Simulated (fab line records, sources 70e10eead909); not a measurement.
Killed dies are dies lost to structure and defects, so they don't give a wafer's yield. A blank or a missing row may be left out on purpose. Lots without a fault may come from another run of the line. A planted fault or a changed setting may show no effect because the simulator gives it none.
Which tool did it? | flow nand_harc | 13 lots, 39 wafers sampled, at 5 steps of a route of 1159

WHAT THE GAUGES READ, wafer by wafer
NHARC_END_SORT_01. Usual: killed_at_array 29, standard deviation 13; killed_at_other 0.7, standard deviation 1; killed_at_periphery 3.2, standard deviation 2.3; killed_dies 33, standard deviation 13; killed_open 3.3, standard deviation 1.7; killed_short 2.0, standard deviation 1.5.
lot  | measured     | on        | killed_at_array | killed_at_other | killed_at_periphery | killed_dies | killed_open | killed_short | flag
L456 | day 19 06:14 | prober-02 | 22 19 25        | 0 0 1           | 1 4 3               | 23 23 29    | 3 4 5       | 1 2 2        |
L468 | day 22 17:56 | prober-02 | 98 68 122       | 0 0 0           | 2 1 2               | 100 69 124  | 6 3 3       | 4 5 2        | OFF
L470 | day 23 01:42 | prober-01 | 52 108 55       | 3 3 4           | 3 4 1               | 58 115 60   | 5 6 3       | 3 2 1        | OFF
L472 | day 23 20:14 | prober-01 | 66 121 71       | 2 2 2           | 0 2 4               | 68 125 77   | 1 2 4       | 0 1 2        | OFF

WHICH TOOL RAN EACH LOT (tool, then ch and the chambers of the sampled wafers, then the start)
lot  | NHARC_A_WL_FILL_ALD_02              | NHARC_THIN_TSV_PVD_51                   | NHARC_THIN_TSV_PRE_CLEAN_54  | NHARC_THIN_TSV_ETCH_36
L457 | ald_metal-02 ch 1,2, day 14 21:41   | pvd_sputter-02, day 19 04:43 or earlier | pvd_sputter-03, day 19 04:43 | rie_metal-03 ch 0,1, day 19 06:20
L456 | ald_metal-04 ch 1,2, day 14 21:45   | pvd_sputter-03, day 18 14:02 or earlier | pvd_sputter-03, day 18 14:02 | rie_metal-01 ch 0, day 18 15:40
L459 | ald_metal-02 ch 1,2, day 15 03:42   | pvd_sputter-02, day 19 07:01 or earlier | pvd_sputter-01, day 19 07:01 | rie_metal-02 ch 0,1, day 19 08:29
L462 | ald_metal-02 ch 0,2, day 16 19:02   | pvd_sputter-01, day 20 21:07 or earlier | pvd_sputter-02, day 20 21:07 | rie_metal-01 ch 0,1, day 20 22:43
L463 | ald_metal-02 ch 0,1,2, day 17 00:14 | pvd_sputter-01, day 21 02:38 or earlier | pvd_sputter-02, day 21 02:38 | rie_metal-03 ch 0,1, day 21 04:16
L464 | ald_metal-04 ch 1,3, day 17 00:27   | pvd_sputter-03, day 20 23:22 or earlier | pvd_sputter-02, day 20 23:22 | rie_metal-03 ch 0,1, day 21 01:00
L465 | ald_metal-02 ch 0,2,3, day 17 08:27 | pvd_sputter-02, day 21 15:37 or earlier | pvd_sputter-01, day 21 15:37 | rie_metal-03 ch 1, day 21 17:13
L469 | ald_metal-02 ch 0,1,3, day 18 01:55 | pvd_sputter-03, day 21 20:28 or earlier | pvd_sputter-02, day 21 20:28 | rie_metal-03 ch 0,1, day 21 22:04
L468 | ald_metal-02 ch 1,2,3, day 18 02:35 | pvd_sputter-01, day 22 05:52 or earlier | pvd_sputter-03, day 22 05:52 | rie_metal-03 ch 0,1, day 22 07:27
L470 | ald_metal-02 ch 0,2,3, day 18 09:35 | pvd_sputter-03, day 22 15:52 or earlier | pvd_sputter-02, day 22 15:52 | rie_metal-01 ch 0,1, day 22 17:22
L472 | ald_metal-02 ch 2,3, day 18 23:44   | pvd_sputter-02, day 23 10:16 or earlier | pvd_sputter-02, day 23 10:16 | rie_metal-01 ch 0,1, day 23 11:46
L478 | ald_metal-03 ch 0,2,3, day 20 04:56 | pvd_sputter-02, day 24 01:37 or earlier | pvd_sputter-03, day 24 01:37 | rie_metal-02 ch 0,1, day 24 03:14
L479 | ald_metal-03 ch 1,3, day 20 23:43   | pvd_sputter-01, day 24 19:33 or earlier | pvd_sputter-03, day 24 19:33 | rie_metal-03 ch 0,1, day 24 21:10
- NHARC_A_WL_FILL_ALD_02: deposits TiN, target thk 2 nm, pulse time 3 s, ald cycles 100.
- NHARC_THIN_TSV_PVD_51: deposits Cu, target thk 100 nm.
- NHARC_THIN_TSV_PRE_CLEAN_54: time 30 s.
- NHARC_THIN_TSV_ETCH_36: etches the open film in Cl2/BCl3, target depth 65 nm, time 18.571 s.

WHAT THE TOOLS THEMSELVES READ (means of the sampled wafers that have a number; where no wafer has one, the mark that the record gives instead)
NHARC_A_WL_FILL_ALD_02. Usual: heater_power_outer_w 717 W, standard deviation 99; heater_power_w 1125 W, standard deviation 140; precursor_pulse_height_rel 0.999, standard deviation 0.018.
lot  | tool         | heater_power_outer_w (W) | heater_power_w (W) | precursor_pulse_height_rel | flag
L457 | ald_metal-02 | 776                      | 1229               | 0.994                      |
L456 | ald_metal-04 | 726                      | 1123               | 1.000                      |
L459 | ald_metal-02 | 741                      | 1165               | 1.015                      |
L462 | ald_metal-02 | 702                      | 1125               | 0.991                      |
L463 | ald_metal-02 | 722                      | 1164               | 0.998                      |
L464 | ald_metal-04 | 631                      | 966                | 0.996                      |
L465 | ald_metal-02 | 675                      | 1109               | 0.997                      |
L469 | ald_metal-02 | 680                      | 1143               | 1.004                      |
L468 | ald_metal-02 | 729                      | 1145               | 0.996                      |
L470 | ald_metal-02 | 666                      | 1090               | 0.998                      |
L472 | ald_metal-02 | 702                      | 1106               | 0.989                      |
L478 | ald_metal-03 | 667                      | 1024               | 1.030                      |
L479 | ald_metal-03 | 713                      | 1077               | 1.009                      |

NHARC_THIN_TSV_PVD_51. Usual: throttle_valve_pct 29.3 %, standard deviation 1.2.
lot  | tool           | throttle_valve_pct (%) | flag
L457 | pvd_sputter-02 | 28.9                   |
L456 | pvd_sputter-03 | 30.7                   |
L459 | pvd_sputter-02 | 28.4                   |
L462 | pvd_sputter-01 | 29.1                   |
L463 | pvd_sputter-01 | 29.5                   |
L464 | pvd_sputter-03 | 30.6                   |
L465 | pvd_sputter-02 | 29.4                   |
L469 | pvd_sputter-03 | 30.4                   |
L468 | pvd_sputter-01 | 29.4                   |
L470 | pvd_sputter-03 | 30.3                   |
L472 | pvd_sputter-02 | 28.3                   |
L478 | pvd_sputter-02 | 28.7                   |
L479 | pvd_sputter-01 | 29.1                   |

NHARC_THIN_TSV_PRE_CLEAN_54. Usual: heater_power_w 407 W, standard deviation 25.
lot  | tool           | heater_power_w (W) | flag
L457 | pvd_sputter-03 | 414                |
L456 | pvd_sputter-03 | 397                |
L459 | pvd_sputter-01 | 436                |
L462 | pvd_sputter-02 | 410                |
L463 | pvd_sputter-02 | 397                |
L464 | pvd_sputter-02 | 409                |
L465 | pvd_sputter-01 | 438                |
L469 | pvd_sputter-02 | 415                |
L468 | pvd_sputter-03 | 408                |
L470 | pvd_sputter-02 | 396                |
L472 | pvd_sputter-02 | 394                |
L478 | pvd_sputter-03 | 402                |
L479 | pvd_sputter-03 | 407                |

NHARC_THIN_TSV_ETCH_36. Usual: chamber_pressure_mTorr 9.999 mTorr, standard deviation 0.0086; drypump_motor_current_A 5.7 A, standard deviation 0.58; oes_product_au 1.001 a.u., standard deviation 0.0098.
lot  | tool         | chamber_pressure_mTorr (mTorr) | drypump_motor_current_A (A) | oes_product_au (a.u.) | flag
L457 | rie_metal-03 | 9.993                          | 6.0                         | 1.006                 |
L456 | rie_metal-01 | 9.999                          | 4.9                         | 0.986                 |
L459 | rie_metal-02 | 10.003                         | 5.1                         | 1.010                 |
L462 | rie_metal-01 | 10.004                         | 5.9                         | 1.001                 |
L463 | rie_metal-03 | 10.000                         | 6.0                         | 1.006                 |
L464 | rie_metal-03 | 9.996                          | 6.2                         | 0.996                 |
L465 | rie_metal-03 | 9.995                          | 6.3                         | 1.005                 |
L469 | rie_metal-03 | 9.993                          | 6.0                         | 1.006                 |
L468 | rie_metal-03 | 10.000                         | 6.2                         | 1.010                 |
L470 | rie_metal-01 | 9.994                          | 5.8                         | 0.993                 |
L472 | rie_metal-01 | 9.997                          | 5.9                         | 0.993                 |
L478 | rie_metal-02 | 10.000                         | 5.4                         | 1.000                 |
L479 | rie_metal-03 | 10.004                         | 6.1                         | 1.012                 |

THE ANSWER, worked out from the rows above alone
Rule: a lot is off if the mean of its wafers that have a number lies more than 3 standard deviations from the usual mean. A lot without any number at a reading at which 4 lots or more have one is off too. The other lots that the step has rows for count as sound. The gauges are gone through in route order, then the tools' own readings, and for those a lot's mean is taken as printed above. The first step at which some lot is off is used, and at that step the reading that is off furthest; a lot without a number counts as furthest.
Off: L468, L470, L472, at NHARC_END_SORT_01 (killed_at_array). Neither off nor sound, because the step has no rows for them: L457, L459, L462, L463, L464, L465, L469, L478, L479.
A tool fits if, at a process step before that reading, it ran every lot that is off, and no sound lot after the first of them. The gauges at NHARC_END_SORT_01 are tried like those tools. NHARC_THIN_TSV_PVD_51 gives no start for some lots, so the hours and the order of its lots are those of NHARC_THIN_TSV_PRE_CLEAN_54. One fits: ald_metal-02 at NHARC_A_WL_FILL_ALD_02. It ran no sound lot before its first lot that is off in this sample, so the start can't be narrowed down.

WHAT THE SIMULATOR HAD PUT IN
Chamber particle source: ald_metal-02, from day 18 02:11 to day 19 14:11, at NHARC_A_WL_FILL_ALD_02. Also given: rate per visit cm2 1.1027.
Lots struck among those shown: L468, L470, L472. The rule above found the same.
